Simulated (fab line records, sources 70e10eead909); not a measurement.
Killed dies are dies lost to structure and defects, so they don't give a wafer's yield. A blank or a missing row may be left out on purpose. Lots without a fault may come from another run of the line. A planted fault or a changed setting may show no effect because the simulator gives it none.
Tool commonality check | flow nand_harc | 6 lots, 18 wafers sampled

WHY IT WAS OPENED
At NHARC_END_SORT_01 the reading sort_bin_2_pct is flagged on 3 of 6 lots. Wafers without a fault read 2.7 %, standard deviation 1.2.
Rule: a lot is flagged when every wafer of it that has a number lies more than 4 standard deviations from that mean, or none has a number. The other lots count as sound.

lot  | measured     | on        | sort_bin_2_pct (%), wafer by wafer | flag
L224 | day 26 12:44 | prober-02 | 1.0 1.5 1.2                        |
L226 | day 27 09:18 | prober-02 | 92.9 93.1 91.7                     | FLAGGED
L228 | day 27 15:37 | prober-01 | 92.3 91.7 91.0                     | FLAGGED
L229 | day 28 05:11 | prober-02 | 95.3 96.3 97.0                     | FLAGGED
L238 | day 32 19:52 | prober-01 | 4.1 3.2 4.1                        |
L241 | day 33 12:17 | prober-01 | 1.8 0.9 1.6                        |
The numbers of the flagged lots are 93.5 % on average: +90.8 % against the usual, or +76 standard deviations.

WHICH TOOL RAN EACH LOT
The record holds 3 process steps before the reading, out of a route of 1302 steps. In each cell: the tool, then ch and the chambers that the sampled wafers went through, then the start.
lot  | flag    | NHARC_A_M1_ANNEAL_31             | NHARC_A_BONDPAD_ETCH_24            | NHARC_A_BONDPAD_PVD_27
L224 |         | rtp_anneal-02 ch 0, day 25 00:43 | rie_diel-07 ch 0,1,3, day 25 04:05 | pvd_sputter-03, day 26 12:44 or earlier
L226 | FLAGGED | rtp_anneal-01 ch 0, day 25 18:52 | rie_diel-02 ch 0,1,3, day 25 22:10 | pvd_sputter-01, day 27 09:18 or earlier
L228 | FLAGGED | rtp_anneal-01 ch 0, day 26 00:56 | rie_diel-07 ch 1,3, day 26 04:32   | pvd_sputter-01, day 27 15:37 or earlier
L229 | FLAGGED | rtp_anneal-02 ch 0, day 26 15:53 | rie_diel-07 ch 1,2, day 26 19:35   | pvd_sputter-01, day 28 05:11 or earlier
L238 |         | rtp_anneal-02 ch 0, day 31 04:17 | rie_diel-07 ch 0,1,2, day 31 07:56 | pvd_sputter-01, day 32 19:52 or earlier
L241 |         | rtp_anneal-01 ch 0, day 32 01:06 | rie_diel-07 ch 1,3, day 32 04:50   | pvd_sputter-01, day 33 12:17 or earlier
What these steps do:
- NHARC_A_M1_ANNEAL_31: time 90 s.
- NHARC_A_BONDPAD_ETCH_24: etches the open film in CF4/N2, target depth 30 nm, time 72.99 s.
- NHARC_A_BONDPAD_PVD_27: deposits Cu, target thk 30 nm, time 20.49 s.
- NHARC_END_SORT_01

FLAGGED OVER TOTAL, TOOL BY TOOL (the gauges that took the reading come last)
step                    | tool           | lots run | flagged | share of the flagged lots | sound lots run after its first flagged lot
NHARC_A_M1_ANNEAL_31    | rtp_anneal-01  | 3        | 2       | some                      | 1 (L241)
NHARC_A_M1_ANNEAL_31    | rtp_anneal-02  | 3        | 1       | some                      | 1 (L238)
NHARC_A_BONDPAD_ETCH_24 | rie_diel-02    | 1        | 1       | some                      | 0
NHARC_A_BONDPAD_ETCH_24 | rie_diel-07    | 5        | 2       | some                      | 2 (L238,L241)
NHARC_A_BONDPAD_PVD_27  | pvd_sputter-01 | 5        | 3       | all                       | 2 (L238,L241)
NHARC_A_BONDPAD_PVD_27  | pvd_sputter-03 | 1        | 0       | none                      | -
NHARC_END_SORT_01       | prober-01      | 3        | 1       | some                      | 2 (L238,L241)
NHARC_END_SORT_01       | prober-02      | 3        | 2       | some                      | 0
NHARC_A_BONDPAD_PVD_27 gives no start for some lots, so the hours and the order of its lots are those of NHARC_END_SORT_01.

WHAT THE TABLE ALLOWS
1 row of the table ran every flagged lot: pvd_sputter-01 at NHARC_A_BONDPAD_PVD_27.
- pvd_sputter-01 at NHARC_A_BONDPAD_PVD_27: 3 of its 5 lots flagged. Sound lots ran on it after the first flagged one (L238, L241), which a lasting fault on the whole tool wouldn't allow.
No row of the table ran every flagged lot and no sound lot after the first.

WHAT THE SIMULATOR HAD PUT IN
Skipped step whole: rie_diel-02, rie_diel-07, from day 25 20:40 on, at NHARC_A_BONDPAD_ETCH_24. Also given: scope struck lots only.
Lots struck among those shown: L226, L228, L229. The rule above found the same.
